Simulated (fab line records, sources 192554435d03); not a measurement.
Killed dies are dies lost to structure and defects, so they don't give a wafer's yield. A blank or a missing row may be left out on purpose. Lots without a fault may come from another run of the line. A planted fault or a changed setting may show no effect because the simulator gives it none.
Chamber matching | flow n5_finfet | N5_MOL_CONTACT_COAG_ALD_133 on ald_sin-03: 4 sister chambers
The step deposits SiO2, target thk 5 nm, pulse time 1 s, co reactant pulse time 1 s. 22 wafers are shown with their chamber, then 11 later ones without.

WAFERS WITH THEIR CHAMBER
wafer  | chamber | heater_power_w (W) | precursor_pulse_height_rel
L076.2 | 2       | 84                 | 1.026
L076.5 | 0       | 94                 | 1.025
L076.6 | 3       | 84                 | 0.995
L080.1 | 3       | 87                 | 0.999
L080.4 | 1       | 83                 | 1.023
L080.5 | 3       | 89                 | 1.040
L083.4 | 3       | 87                 | 0.991
L083.5 | 0       | 96                 | 1.007
L083.6 | 1       | 85                 | 0.996
L086.1 | 3       | 85                 | 1.003
L086.2 | 0       | 97                 | 1.012
L086.4 | 1       | 84                 | 1.023
L087.2 | 3       | 87                 | 0.980
L087.3 | 0       | 98                 | 1.012
L087.6 | 3       | 86                 | 0.974
L088.1 | 0       | 94                 | 1.027
L088.2 | 2       | 85                 | 1.037
L088.4 | 3       | 86                 | 1.005
L090.1 | 3       | 88                 | 0.988
L090.4 | 2       | 85                 | 1.034
L090.6 | 1       | 85                 | 1.049
L089.1 | 1       | 86                 | 0.991

SIGNATURES (means of the wafers above)
reading                    | chamber 0 | chamber 1 | chamber 2 | chamber 3 | scatter within a chamber
heater_power_w             | 95.80     | 84.60     | 84.67     | 86.56     | 1.43
precursor_pulse_height_rel | 1.01660   | 1.01640   | 1.03233   | 0.99722   | 0.0174
Rule: a wafer's distance from a chamber is the root of the sum, over the readings, of the square of ((its reading less the chamber's mean) divided by the reading's scatter). The wafer belongs to the nearest chamber; if the next one is less than 2 further off, it can't be placed. The scatter: the root of (the sum of the squares of (reading less its chamber's mean) over the shown wafers, divided by (wafers less chambers)).

WAFERS WITHOUT THEIR CHAMBER
wafer  | heater_power_w (W) | precursor_pulse_height_rel
L089.4 | 95                 | 1.034
L089.6 | 84                 | 0.996
L092.2 | 94                 | 1.011
L092.4 | 83                 | 1.007
L092.6 | 94                 | 1.024
L094.2 | 89                 | 0.961
L094.3 | 97                 | 1.003
L094.5 | 86                 | 1.002
L096.2 | 85                 | 1.034
L096.3 | 83                 | 0.994
L096.4 | 83                 | 1.015

WHICH CHAMBER EACH WENT THROUGH
wafer  | from the rows above          | in truth
L089.4 | 0                            | 0
L089.6 | can't be placed: 1 or 3 or 2 | 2
L092.2 | 0                            | 0
L092.4 | can't be placed: 1 or 2 or 3 | 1
L092.6 | 0                            | 0
L094.2 | can't be placed: 3 or 1      | 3
L094.3 | 0                            | 0
L094.5 | can't be placed: 3 or 1 or 2 | 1
L096.2 | can't be placed: 2 or 1      | 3
L096.3 | can't be placed: 1 or 2 or 3 | 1
L096.4 | can't be placed: 1 or 2 or 3 | 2
Placed correctly: 4 of 11. Can't be placed from these rows: 7 (the true chamber is among the candidates in 6). Placed wrongly: 0.
